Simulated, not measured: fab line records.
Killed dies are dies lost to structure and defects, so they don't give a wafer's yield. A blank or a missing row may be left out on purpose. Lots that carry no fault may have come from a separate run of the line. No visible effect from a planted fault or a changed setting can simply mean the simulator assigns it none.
fab line records	flow nandHarc	part 1 of 2: steps 1 to 25 of 34
record lots=5	wafers=15	lastDay=24
route steps=1159 shown A_ONON_D1@427 A_CHANNEL_HOLE_D1@450
lots with no fault: from the same line, run without faults
startH: hours from the record's opening day to when the first of the lot's shown wafers began	waitH: hours since the lot's step before	" as in the row above	L1.1+2: several wafers, shown together as one row	- value missing, or start not given	* or withheld: withheld	< > ~ a bound
route shown NAME@n: NAME is a module with steps in the file, n the number in the route of the first one	usual: the fault-free wafers' mean and standard deviation	same: alike in all rows	chamber/n: place in a boat	sites: the reading at each site	_std_site: how widely they spread, as a standard deviation	_edge_site: mean of outer sites minus mean of inner sites	radiusMm: how far each site lies from the wafer's centre	mask NAME#n: copy n	behind: the most recent tool/chamber to have shaped the wafer	hold: the reason the lot was held/the length of the hold in hours/how it ended	device: which transistor (n, p or np) failed to switch	end of line: the route-end tests of the same wafers	step lacking rows: just its recipe	killed: count of dies lost to structure and defects at first sort (not the wafer's yield)	map: dies across one wafer; x = killed, . = not, _ = none there
set.NAME: the setting that was run; set.NAME@STEP: the one run at that earlier step	model.NAME: the simulator's own value behind a step, which no gauge read
certain route steps with their lots: each step a table, each wafer a row
services: when a tool's chamber went out of use (startH, in hours from the record's first day, below 0 if earlier), for how many hours, and the reason
## steps
# step NHARC_A_ONON_D1_THK_MEAS_05
# recipe thkMeasGauge=ellipsometry
# usual thkNm=1001/9.4
lot.wafer	tool	chamber	startH	waitH	thkNm
L074.2	filmMetro-01	-	155.72	-	1021
L074.3	"	-	"	"	1020
L074.6	"	-	"	"	1021
L076.3	filmMetro-02	-	177.49	-	989
L076.4	"	-	"	"	989
L076.5	"	-	"	"	990
L089.2	filmMetro-02	-	244.60	-	1003
L089.3	"	-	"	"	1004
L089.6	"	-	"	"	1006
L093.1	filmMetro-01	-	276.45	-	1004
L093.5	"	-	"	"	1006
L093.6	"	-	"	"	1005
L094.1	filmMetro-02	-	276.46	-	1007
L094.2	"	-	"	"	1008
L094.3	"	-	"	"	1006
# step NHARC_A_ONON_D1_DEP_06
# recipe targetThkA=10000	n2FlowSccm=2750	n2oFlowSccm=2000	nh3FlowSccm=500	sih4FlowSccm=210	tempC=400
# usual n2FlowSccm=2748/8.3	sih4FlowSccm=210.0/0.58
lot.wafer	tool	chamber	startH	waitH	n2FlowSccm	sih4FlowSccm
L074.2	pecvdOnon-02	0	155.83	0.1	2749	209.9
L074.3	"	0	"	"	2743	209.6
L074.6	"	0	"	"	2736	209.8
L076.3	pecvdOnon-02	0	177.66	0.2	2742	209.8
L076.4	"	0	"	"	2743	209.4
L076.5	"	0	"	"	2742	210.2
L089.2	pecvdOnon-02	0	244.71	0.1	2761	209.4
L089.3	"	0	"	"	2759	209.4
L089.6	"	0	"	"	2745	209.8
L093.1	pecvdOnon-04	0	276.50	0.1	2755	210.6
L093.5	"	0	"	"	2747	209.6
L093.6	"	0	"	"	2738	209.7
L094.1	pecvdOnon-03	0	276.52	0.1	2740	208.7
L094.2	"	0	"	"	2748	209.5
L094.3	"	0	"	"	2754	210.5
# step NHARC_A_ONON_D1_THK_MEAS_08
# recipe thkMeasGauge=ellipsometry
# usual thkNm=1001/9.2
lot.wafer	tool	chamber	startH	waitH	thkNm
L074.2	filmMetro-01	-	156.29	-	1001
L074.3	"	-	"	"	1003
L074.6	"	-	"	"	1002
L076.3	filmMetro-02	-	178.08	-	989
L076.4	"	-	"	"	989
L076.5	"	-	"	"	991
L089.2	filmMetro-02	-	245.16	-	1013
L089.3	"	-	"	"	1013
L089.6	"	-	"	"	1011
L093.1	filmMetro-01	-	277.01	-	999
L093.5	"	-	"	"	997
L093.6	"	-	"	"	998
L094.1	filmMetro-02	-	277.03	-	1007
L094.2	"	-	"	"	1005
L094.3	"	-	"	"	1005
# step NHARC_A_ONON_D1_DEP_09
# recipe targetThkA=10000	n2FlowSccm=2750	n2oFlowSccm=2000	nh3FlowSccm=500	sih4FlowSccm=210	tempC=400
# usual n2FlowSccm=2748/7.4	sih4FlowSccm=210.1/0.63
lot.wafer	tool	chamber	startH	waitH	n2FlowSccm	sih4FlowSccm
L074.2	pecvdOnon-04	0	156.41	0.1	2738	209.4
L074.3	"	0	"	"	2745	209.8
L074.6	"	0	"	"	2745	210.6
L076.3	pecvdOnon-03	0	178.25	0.2	2745	210.4
L076.4	"	0	"	"	2745	210.9
L076.5	"	0	"	"	2749	211.0
L089.2	pecvdOnon-02	0	245.27	0.1	2747	210.0
L089.3	"	0	"	"	2739	209.9
L089.6	"	0	"	"	2748	210.2
L093.1	pecvdOnon-02	0	277.07	0.1	2740	209.9
L093.5	"	0	"	"	2739	210.3
L093.6	"	0	"	"	2740	209.9
L094.1	pecvdOnon-04	0	277.09	0.1	2745	210.6
L094.2	"	0	"	"	2735	211.1
L094.3	"	0	"	"	2744	210.5
# step NHARC_A_ONON_D1_THK_MEAS_11
# recipe thkMeasGauge=ellipsometry
# usual thkNm=1000/9.6
lot.wafer	tool	chamber	startH	waitH	thkNm
L074.2	filmMetro-02	-	156.86	-	1000
L074.3	"	-	"	"	1002
L074.6	"	-	"	"	1000
L076.3	filmMetro-01	-	178.64	-	981
L076.4	"	-	"	"	980
L076.5	"	-	"	"	978
L089.2	filmMetro-01	-	245.73	-	1010
L089.3	"	-	"	"	1011
L089.6	"	-	"	"	1010
L093.1	filmMetro-01	-	277.58	-	994
L093.5	"	-	"	"	997
L093.6	"	-	"	"	995
L094.1	filmMetro-01	-	277.60	-	997
L094.2	"	-	"	"	994
L094.3	"	-	"	"	994
# step NHARC_A_ONON_D1_DEP_12
# recipe targetThkA=10000	n2FlowSccm=2750	n2oFlowSccm=2000	nh3FlowSccm=500	sih4FlowSccm=210	tempC=400
# usual n2FlowSccm=2751/9.3	sih4FlowSccm=210.2/0.67
lot.wafer	tool	chamber	startH	waitH	n2FlowSccm	sih4FlowSccm
L074.2	pecvdOnon-02	0	156.97	0.1	2752	210.6
L074.3	"	0	"	"	2757	209.2
L074.6	"	0	"	"	2760	209.8
L076.3	pecvdOnon-04	0	178.81	0.2	2744	210.6
L076.4	"	0	"	"	2751	211.2
L076.5	"	0	"	"	2739	211.7
L089.2	pecvdOnon-02	0	245.84	0.1	2755	210.7
L089.3	"	0	"	"	2764	210.4
L089.6	"	0	"	"	2766	210.1
L093.1	pecvdOnon-03	0	277.64	0.1	2750	209.8
L093.5	"	0	"	"	2737	209.9
L093.6	"	0	"	"	2739	209.8
L094.1	pecvdOnon-02	0	277.65	0.1	2751	210.8
L094.2	"	0	"	"	2751	211.0
L094.3	"	0	"	"	2750	209.9
# step NHARC_A_ONON_D1_THK_MEAS_14
# recipe thkMeasGauge=ellipsometry
# usual thkNm=998/12
lot.wafer	tool	chamber	startH	waitH	thkNm
L074.2	filmMetro-02	-	157.43	-	995
L074.3	"	-	"	"	996
L074.6	"	-	"	"	996
L076.3	filmMetro-01	-	179.21	-	980
L076.4	"	-	"	"	980
L076.5	"	-	"	"	978
L089.2	filmMetro-02	-	246.29	-	990
L089.3	"	-	"	"	990
L089.6	"	-	"	"	991
L093.1	filmMetro-02	-	278.15	-	1017
L093.5	"	-	"	"	1017
L093.6	"	-	"	"	1018
L094.1	filmMetro-01	-	278.16	-	1011
L094.2	"	-	"	"	1011
L094.3	"	-	"	"	1011
# step NHARC_A_ONON_D1_ANNEAL_15
# recipe tempC=750	timeS=3600
# usual spikeTcCentreC=750.5/1.1
# same timeS=3600
lot.wafer	tool	chamber	startH	waitH	spikeTcCentreC
L074.2	furnace-06	0	161.79	4.4	750.8
L074.3	"	0	"	"	750.4
L074.6	"	0	"	"	750.4
L076.3	furnace-06	0	181.92	2.7	748.8
L076.4	"	0	"	"	750.7
L076.5	"	0	"	"	749.8
L089.2	furnace-06	0	249.00	2.7	751.3
L089.3	"	0	"	"	750.4
L089.6	"	0	"	"	753.6
L093.1	furnace-06	0	280.86	2.7	749.8
L093.5	"	0	"	"	751.9
L093.6	"	0	"	"	752.0
L094.1	furnace-06	0	280.86	2.7	749.8
L094.2	"	0	"	"	750.9
L094.3	"	0	"	"	750.4
# step NHARC_A_ONON_D1_DEP_16
# recipe targetThkA=10000	n2FlowSccm=2750	n2oFlowSccm=2000	nh3FlowSccm=500	sih4FlowSccm=210	tempC=400
# usual n2FlowSccm=2750/9.9	sih4FlowSccm=210.0/0.66
lot.wafer	tool	chamber	startH	waitH	n2FlowSccm	sih4FlowSccm
L074.2	pecvdOnon-04	0	165.76	0.1	2727	211.3
L074.3	"	0	"	"	2732	211.1
L074.6	"	0	"	"	2736	210.3
L076.3	pecvdOnon-04	0	185.90	0.2	2744	210.3
L076.4	"	0	"	"	2757	209.9
L076.5	"	0	"	"	2749	210.3
L089.2	pecvdOnon-02	0	252.96	0.1	2746	210.2
L089.3	"	0	"	"	2734	211.2
L089.6	"	0	"	"	2750	210.4
L094.1	pecvdOnon-03	0	284.76	0.1	2745	211.4
L094.2	"	0	"	"	2759	211.1
L094.3	"	0	"	"	2751	210.5
L093.1	pecvdOnon-02	0	284.76	0.1	2742	209.6
L093.5	"	0	"	"	2758	210.7
L093.6	"	0	"	"	2741	209.7
# step NHARC_A_ONON_D1_THK_MEAS_18
# recipe thkMeasGauge=ellipsometry
# usual thkNm=997/11
lot.wafer	tool	chamber	startH	waitH	thkNm
L074.2	filmMetro-01	-	166.21	-	1001
L074.3	"	-	"	"	999
L074.6	"	-	"	"	1000
L076.3	filmMetro-02	-	186.29	-	1008
L076.4	"	-	"	"	1006
L076.5	"	-	"	"	1008
L089.2	filmMetro-02	-	253.41	-	1007
L089.3	"	-	"	"	1008
L089.6	"	-	"	"	1010
L094.1	filmMetro-02	-	285.27	-	991
L094.2	"	-	"	"	990
L094.3	"	-	"	"	990
L093.1	filmMetro-01	-	285.29	-	1015
L093.5	"	-	"	"	1016
L093.6	"	-	"	"	1015
# step NHARC_A_ONON_D1_DEP_19
# recipe targetThkA=10000	n2FlowSccm=2750	n2oFlowSccm=2000	nh3FlowSccm=500	sih4FlowSccm=210	tempC=400
# usual n2FlowSccm=2750/8.3	sih4FlowSccm=209.9/0.56
lot.wafer	tool	chamber	startH	waitH	n2FlowSccm	sih4FlowSccm
L074.2	pecvdOnon-03	0	166.33	0.1	2740	210.1
L074.3	"	0	"	"	2751	210.3
L074.6	"	0	"	"	2755	209.8
L076.3	pecvdOnon-02	0	186.46	0.2	2767	209.4
L076.4	"	0	"	"	2757	209.8
L076.5	"	0	"	"	2744	209.3
L089.2	pecvdOnon-02	0	253.53	0.1	2763	209.1
L089.3	"	0	"	"	2762	207.7
L089.6	"	0	"	"	2764	209.4
L094.1	pecvdOnon-03	0	285.33	0.1	2754	210.8
L094.2	"	0	"	"	2753	210.6
L094.3	"	0	"	"	2745	210.4
L093.1	pecvdOnon-02	0	285.36	0.1	2748	210.3
L093.5	"	0	"	"	2744	210.3
L093.6	"	0	"	"	2741	210.2
# step NHARC_A_ONON_D1_THK_MEAS_21
# recipe thkMeasGauge=ellipsometry
# usual thkNm=995/9.3
lot.wafer	tool	chamber	startH	waitH	thkNm
L074.2	filmMetro-01	-	166.78	-	993
L074.3	"	-	"	"	995
L074.6	"	-	"	"	994
L076.3	filmMetro-02	-	186.86	-	979
L076.4	"	-	"	"	981
L076.5	"	-	"	"	982
L089.2	filmMetro-02	-	253.99	-	1006
L089.3	"	-	"	"	1006
L089.6	"	-	"	"	1006
L094.1	filmMetro-02	-	285.83	-	997
L094.2	"	-	"	"	995
L094.3	"	-	"	"	993
L093.1	filmMetro-01	-	285.90	-	981
L093.5	"	-	"	"	979
L093.6	"	-	"	"	980
# step NHARC_A_ONON_D1_DEP_22
# recipe targetThkA=10000	n2FlowSccm=2750	n2oFlowSccm=2000	nh3FlowSccm=500	sih4FlowSccm=210	tempC=400
# usual n2FlowSccm=2750/8.2	sih4FlowSccm=210.0/0.61
lot.wafer	tool	chamber	startH	waitH	n2FlowSccm	sih4FlowSccm
L074.2	pecvdOnon-02	0	166.89	0.1	2754	209.4
L074.3	"	0	"	"	2756	209.9
L074.6	"	0	"	"	2755	209.4
L076.3	pecvdOnon-03	0	187.03	0.2	2747	209.8
L076.4	"	0	"	"	2740	209.6
L076.5	"	0	"	"	2747	209.5
L089.2	pecvdOnon-03	0	254.10	0.1	2738	208.9
L089.3	"	0	"	"	2753	210.4
L089.6	"	0	"	"	2749	210.5
L094.1	pecvdOnon-04	0	285.89	0.1	2755	209.2
L094.2	"	0	"	"	2758	209.4
L094.3	"	0	"	"	2756	210.4
L093.1	pecvdOnon-03	0	285.95	0.1	2749	211.2
L093.5	"	0	"	"	2758	211.0
L093.6	"	0	"	"	2734	211.3
# step NHARC_A_ONON_D1_THK_MEAS_24
# recipe thkMeasGauge=ellipsometry
# usual thkNm=1000/12
lot.wafer	tool	chamber	startH	waitH	thkNm
L074.2	filmMetro-02	-	167.35	-	965
L074.3	"	-	"	"	967
L074.6	"	-	"	"	966
L076.3	filmMetro-01	-	187.43	-	1006
L076.4	"	-	"	"	1005
L076.5	"	-	"	"	1006
L089.2	filmMetro-02	-	254.58	-	997
L089.3	"	-	"	"	996
L089.6	"	-	"	"	996
L094.1	filmMetro-02	-	286.40	-	982
L094.2	"	-	"	"	982
L094.3	"	-	"	"	983
L093.1	filmMetro-01	-	286.47	-	1009
L093.5	"	-	"	"	1011
L093.6	"	-	"	"	1009
# step NHARC_A_ONON_D1_DEP_25
# recipe targetThkA=10000	n2FlowSccm=2750	n2oFlowSccm=2000	nh3FlowSccm=500	sih4FlowSccm=210	tempC=400
# usual n2FlowSccm=2751/8.9	sih4FlowSccm=210.0/0.65
lot.wafer	tool	chamber	startH	waitH	n2FlowSccm	sih4FlowSccm
L074.2	pecvdOnon-04	0	167.48	0.1	2753	211.0
L074.3	"	0	"	"	2761	210.7
L074.6	"	0	"	"	2748	210.8
L076.3	pecvdOnon-04	0	187.60	0.2	2746	209.9
L076.4	"	0	"	"	2738	211.0
L076.5	"	0	"	"	2756	210.5
L089.2	pecvdOnon-04	0	254.70	0.1	2764	210.3
L089.3	"	0	"	"	2761	210.1
L089.6	"	0	"	"	2756	209.5
L094.1	pecvdOnon-02	0	286.45	0.1	2761	210.1
L094.2	"	0	"	"	2755	208.9
L094.3	"	0	"	"	2746	209.7
L093.1	pecvdOnon-04	0	286.52	0.1	2753	209.9
L093.5	"	0	"	"	2752	209.4
L093.6	"	0	"	"	2748	209.0
# step NHARC_A_ONON_D1_THK_MEAS_27
# recipe thkMeasGauge=ellipsometry
# usual thkNm=1001/9
lot.wafer	tool	chamber	startH	waitH	thkNm
L074.2	filmMetro-02	-	167.93	-	1005
L074.3	"	-	"	"	1005
L074.6	"	-	"	"	1005
L076.3	filmMetro-02	-	188.00	-	990
L076.4	"	-	"	"	991
L076.5	"	-	"	"	988
L089.2	filmMetro-01	-	255.18	-	995
L089.3	"	-	"	"	996
L089.6	"	-	"	"	996
L094.1	filmMetro-01	-	286.99	-	997
L094.2	"	-	"	"	995
L094.3	"	-	"	"	998
L093.1	filmMetro-02	-	287.04	-	997
L093.5	"	-	"	"	998
L093.6	"	-	"	"	998
# step NHARC_A_ONON_D1_DEP_28
# recipe targetThkA=10000	n2FlowSccm=2750	n2oFlowSccm=2000	nh3FlowSccm=500	sih4FlowSccm=210	tempC=400
# usual n2FlowSccm=2749/8.8	sih4FlowSccm=209.9/0.68
lot.wafer	tool	chamber	startH	waitH	n2FlowSccm	sih4FlowSccm
L074.2	pecvdOnon-03	0	168.05	0.1	2748	209.3
L074.3	"	0	"	"	2749	210.2
L074.6	"	0	"	"	2747	210.0
L076.3	pecvdOnon-03	0	188.17	0.2	2760	209.9
L076.4	"	0	"	"	2755	209.7
L076.5	"	0	"	"	2750	209.6
L089.2	pecvdOnon-02	0	255.29	0.1	2760	210.5
L089.3	"	0	"	"	2762	209.8
L089.6	"	0	"	"	2753	210.8
L094.1	pecvdOnon-03	0	287.05	0.1	2746	209.3
L094.2	"	0	"	"	2756	210.0
L094.3	"	0	"	"	2753	209.6
L093.1	pecvdOnon-02	0	287.09	0.1	2767	208.8
L093.5	"	0	"	"	2761	207.9
L093.6	"	0	"	"	2761	209.0
# step NHARC_A_ONON_D1_THK_MEAS_30
# recipe thkMeasGauge=ellipsometry
# usual thkNm=1002/7.6
lot.wafer	tool	chamber	startH	waitH	thkNm
L074.2	filmMetro-02	-	168.50	-	996
L074.3	"	-	"	"	993
L074.6	"	-	"	"	994
L076.3	filmMetro-01	-	188.56	-	1007
L076.4	"	-	"	"	1005
L076.5	"	-	"	"	1005
L089.2	filmMetro-01	-	255.75	-	1010
L089.3	"	-	"	"	1011
L089.6	"	-	"	"	1011
L094.1	filmMetro-02	-	287.55	-	1001
L094.2	"	-	"	"	1001
L094.3	"	-	"	"	999
L093.1	filmMetro-01	-	287.61	-	1000
L093.5	"	-	"	"	997
L093.6	"	-	"	"	1001
# step NHARC_A_ONON_D1_DEP_33
# recipe targetThkA=2000	tempC=400	pressureTorr=6.5	rfW=900	teosFlowSccm=161.4	flowSccm=2650	targetThkNm=200	gas=O2	material=SiO2
# usual heaterPowerW=524/130	throttleValvePct=16.2/0.57
lot.wafer	tool	chamber	startH	waitH	heaterPowerW	throttleValvePct
L074.2	pecvd-04	0	168.94	0.4	446	14.7
L074.3	"	1	"	"	647	16.9
L074.6	"	0	"	"	461	14.6
L076.3	pecvd-03	2	188.71	0.1	416	15.8
L076.4	"	0	"	"	499	16.6
L076.5	"	2	"	"	429	15.9
L089.2	pecvd-04	2	255.80	0.1	496	16.3
L089.3	"	0	"	"	558	15.3
L089.6	"	2	"	"	478	16.5
L094.2	pecvd-04	0	287.61	0.1	487	15.2
L094.1	"	1	"	"	631	16.8
L094.3	"	2	"	"	444	16.7
L093.1	pecvd-03	1	287.95	0.3	396	15.8
L093.6	"	2	"	"	415	16.0
L093.5	"	0	"	"	535	16.8
# step NHARC_A_ONON_D1_THK_MEAS_34
# recipe thkMeasGauge=ellipsometry
# usual thkNm=199.9/2.9
lot.wafer	tool	chamber	startH	waitH	thkNm
L074.2	filmMetro-02	-	169.35	-	199.1
L074.3	"	-	"	"	198.7
L074.6	"	-	"	"	199.5
L076.3	filmMetro-01	-	189.03	-	199.9
L076.4	"	-	"	"	204.0
L076.5	"	-	"	"	203.7
L089.2	filmMetro-02	-	256.22	-	199.2
L089.3	"	-	"	"	199.8
L089.6	"	-	"	"	202.2
L094.1	filmMetro-02	-	288.02	-	200.6
L094.2	"	-	"	"	197.7
L094.3	"	-	"	"	198.5
L093.1	filmMetro-02	-	288.27	-	203.7
L093.5	"	-	"	"	204.2
L093.6	"	-	"	"	208.9
# step NHARC_A_ONON_D1_INSPECT_32
# usual rawDefectCount=70/22
lot.wafer	tool	chamber	startH	waitH	rawDefectCount
L074.2	defectInspect-01	-	169.42	0.0	85
L074.3	"	-	"	"	42
L074.6	"	-	"	"	69
L076.3	defectInspect-02	-	189.10	0.0	48
L076.4	"	-	"	"	46
L076.5	"	-	"	"	35
L089.2	defectInspect-02	-	256.31	0.0	86
L089.3	"	-	"	"	81
L089.6	"	-	"	"	74
L094.1	defectInspect-01	-	288.09	0.0	56
L094.2	"	-	"	"	65
L094.3	"	-	"	"	71
L093.1	defectInspect-01	-	288.33	0.0	39
L093.5	"	-	"	"	105
L093.6	"	-	"	"	68
# step NHARC_A_CHANNEL_HOLE_D1_DEP_00
# recipe targetThkA=31000	tempC=400	material=aC
# usual throttleValvePct=35.000/0.0095
lot.wafer	tool	chamber	startH	waitH	throttleValvePct
L074.2	aclDep-03	0	170.80	1.4	34.996
L074.3	"	0	"	"	35.000
L074.6	"	0	"	"	34.978
L076.3	aclDep-01	0	190.42	1.3	34.998
L076.4	"	0	"	"	34.990
L076.5	"	0	"	"	34.997
L089.2	aclDep-03	0	256.87	0.6	34.998
L089.3	"	0	"	"	34.996
L089.6	"	0	"	"	35.007
L094.1	aclDep-03	0	288.16	0.1	35.003
L094.2	"	0	"	"	34.996
L094.3	"	0	"	"	34.992
L093.1	aclDep-01	0	288.44	0.1	34.999
L093.5	"	0	289.70	1.4	35.010
L093.6	"	0	"	"	34.991
# step NHARC_A_CHANNEL_HOLE_D1_DEP_01
# recipe targetThkA=1400	targetThkNm=140	tempC=400	pressureTorr=3.5	flowSccm=200	rfW=350	material=SiON
# usual heaterPowerW=727/94
lot.wafer	tool	chamber	startH	waitH	heaterPowerW
L074.3	pecvd-04	1	172.42	1.0	881
L074.2	"	2	"	"	634
L074.6	"	2	"	"	665
L076.3	pecvd-04	0	191.73	1.0	692
L076.4	"	1	"	"	958
L076.5	"	2	"	"	576
L089.2	pecvd-02	1	258.58	1.4	746
L089.3	"	1	"	"	728
L089.6	"	0	"	"	656
L094.1	pecvd-03	2	290.07	1.6	626
L094.3	"	0	"	"	833
L094.2	"	1	"	"	672
L093.1	pecvd-04	2	290.35	1.6	611
L093.5	"	0	"	"	733
L093.6	"	1	"	"	891
# step NHARC_A_CHANNEL_HOLE_D1_DEHYDRATE_02
# recipe tempC=150	timeS=120
# usual exhaustPa=44.9/0.85	heaterPowerTotalW=182.4/1.2
# same timeS=120
lot.wafer	tool	chamber	startH	waitH	exhaustPa	heaterPowerTotalW
L074.2	lithoTrack-04	0	172.69	0.2	45.4	184.8
L074.3	"	0	"	"	45.8	180.9
L074.6	"	0	"	"	45.3	181.4
L076.3	lithoTrack-04	0	192.00	0.2	44.2	181.0
L076.4	"	0	"	"	45.8	183.6
L076.5	"	0	"	"	45.3	184.0
L089.2	lithoTrack-01	0	258.94	0.3	43.6	181.9
L089.3	"	0	"	"	44.4	180.9
L089.6	"	0	"	"	44.7	181.6
L094.1	lithoTrack-01	0	290.34	0.2	44.7	183.7
L094.2	"	0	"	"	47.7	184.0
L094.3	"	0	"	"	45.2	183.2
L093.1	lithoTrack-04	0	290.62	0.2	44.1	182.9
L093.5	"	0	"	"	43.7	184.2
L093.6	"	0	"	"	44.9	181.4
# step NHARC_A_CHANNEL_HOLE_D1_HMDS_03
# recipe timeS=30
# usual exhaustPa=45.0/1.1
# same timeS=30
lot.wafer	tool	chamber	startH	waitH	exhaustPa
L074.2	lithoTrack-04	0	-	-	45.2
L074.3	"	0	"	"	45.7
L074.6	"	0	"	"	45.8
L076.3	lithoTrack-04	0	-	-	43.0
L076.4	"	0	"	"	44.1
L076.5	"	0	"	"	44.7
L089.2	lithoTrack-01	0	-	-	47.2
L089.3	"	0	"	"	46.1
L089.6	"	0	"	"	47.6
L094.1	lithoTrack-01	0	-	-	43.6
L094.2	"	0	"	"	44.0
L094.3	"	0	"	"	44.9
L093.1	lithoTrack-04	0	-	-	44.0
L093.5	"	0	"	"	45.7
L093.6	"	0	"	"	45.4
